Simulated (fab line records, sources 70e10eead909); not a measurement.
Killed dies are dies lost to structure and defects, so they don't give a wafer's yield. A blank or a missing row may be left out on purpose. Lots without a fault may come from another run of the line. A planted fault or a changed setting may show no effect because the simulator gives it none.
Which tool did it? | flow nand_harc | 6 lots, 18 wafers sampled, at 3 steps of a route of 1302

WHAT THE GAUGES READ, wafer by wafer
NHARC_P_ZERO_WELL_CD_MEAS_24: target cd 720 nm.
lot  | measured     | on        | cd_nm (nm)
L881 | day 2 08:52  | cd_sem-03 | 718.6 718.0 719.9
L883 | day 3 04:28  | cd_sem-01 | 720.0 720.9 720.3
L888 | day 5 06:26  | cd_sem-01 | 718.6 719.8 719.4
L894 | day 7 18:54  | cd_sem-02 | 718.4 720.1 719.6
L900 | day 10 06:32 | cd_sem-03 | 719.6 718.9 719.9
L902 | day 11 02:36 | cd_sem-02 | 717.2 718.7 719.6

WHICH TOOL RAN EACH LOT (tool, then ch and the chambers of the sampled wafers, then the start)
lot  | NHARC_P_ZERO_WELL_ETCH_65          | NHARC_P_ZERO_WELL_EXPOSE_21
L881 | rie_diel-08 ch 2,3, day 2 07:46    | krf_scanner-03 ch 0, day 2 08:43
L883 | rie_diel-07 ch 0,1,2, day 3 03:22  | krf_scanner-01 ch 0, day 3 04:19
L888 | rie_diel-04 ch 0,1, day 5 05:25    | krf_scanner-01 ch 0, day 5 06:16
L894 | rie_diel-08 ch 0,1, day 7 17:48    | krf_scanner-03 ch 0, day 7 18:44
L900 | rie_diel-07 ch 0,1,2, day 10 05:33 | krf_scanner-03 ch 0, day 10 06:22
L902 | rie_diel-07 ch 0,3, day 11 01:29   | krf_scanner-03 ch 0, day 11 02:26
- NHARC_P_ZERO_WELL_ETCH_65: etches the open film in N2/H2, target depth 80 nm, overetch 24 nm, time 87.88 s.
- NHARC_P_ZERO_WELL_EXPOSE_21: exposes mask P NWELL, target cd 720 nm.

THE ANSWER, worked out from the rows above alone
Rule: what is usual is taken from the lots themselves. Put in order of their means at a reading, lots are off if they are a third of the lots or fewer, leave a main group of 4 or more, and stand apart from it by a gap of 3 or more times the standard deviation of the main group's means; of several such gaps the widest counts. A main group whose means are all the same, to the digits that the tables above print for the reading, isn't used. A lot without any number at a reading at which 4 lots or more have one is off too. The other lots that the step has rows for count as sound.
No lot is off at any reading shown: from this, nothing can be told.

WHAT THE SIMULATOR HAD PUT IN
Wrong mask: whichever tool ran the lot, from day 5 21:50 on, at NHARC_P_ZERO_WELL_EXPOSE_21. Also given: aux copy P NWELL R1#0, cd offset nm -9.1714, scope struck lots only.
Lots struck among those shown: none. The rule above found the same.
